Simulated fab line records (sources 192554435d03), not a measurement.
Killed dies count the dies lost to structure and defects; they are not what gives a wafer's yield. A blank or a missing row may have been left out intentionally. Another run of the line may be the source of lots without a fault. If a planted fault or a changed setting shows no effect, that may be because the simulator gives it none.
Chamber matching + flow n5 finfet + N5_BEOL_M5_STRIP_36 on rie diel-05 has 4 sister chambers
The step strips in N2/H2. 4 wafers are shown with their chamber, then 7 later ones without.

== WAFERS WITH THEIR CHAMBER ==
| wafer  | chamber | drypump motor current A (A) |
|--------|---------|-----------------------------|
| L075.5 | 0       | 5.4                         |
| L075.6 | 1       | 5.6                         |
| L091.1 | 2       | 6.5                         |
| L091.3 | 3       | 6.4                         |

== WAFERS WITH NO CHAMBER GIVEN ==
| wafer  | drypump motor current A (A) |
|--------|-----------------------------|
| L091.4 | 5.4                         |
| L093.2 | 5.5                         |
| L093.5 | 6.5                         |
| L093.6 | 6.3                         |
| L094.1 | 6.4                         |
| L094.4 | 5.6                         |
| L094.6 | 5.6                         |

== WHICH CHAMBER EACH ONE RAN IN ==
| wafer  | from the rows above     | in truth |
|--------|-------------------------|----------|
| L091.4 | 0                       | 0        |
| L093.2 | can't be placed: 0 or 1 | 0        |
| L093.5 | can't be placed: 2 or 3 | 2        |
| L093.6 | can't be placed: 3 or 2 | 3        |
| L094.1 | can't be placed: 3 or 2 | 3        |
| L094.4 | 1                       | 1        |
| L094.6 | 1                       | 1        |
Correctly placed: 3 of 7. From these rows, 4 cannot be placed; in 4 the true chamber is one of the candidates. Number placed wrongly: 0.
How it was worked out, from the rows above alone: a wafer's distance from a chamber is the root of the sum, over the readings, of the square of ((its reading less the chamber's mean) divided by the reading's scatter). If the next closest chamber is less than 2 further off than the closest, the wafer can't be placed; otherwise it belongs to the closest. A chamber's mean is the mean of its shown wafers. The scatter: root of mean squared gap, hidden wafer to nearest shown wafer, with one shown wafer a chamber.
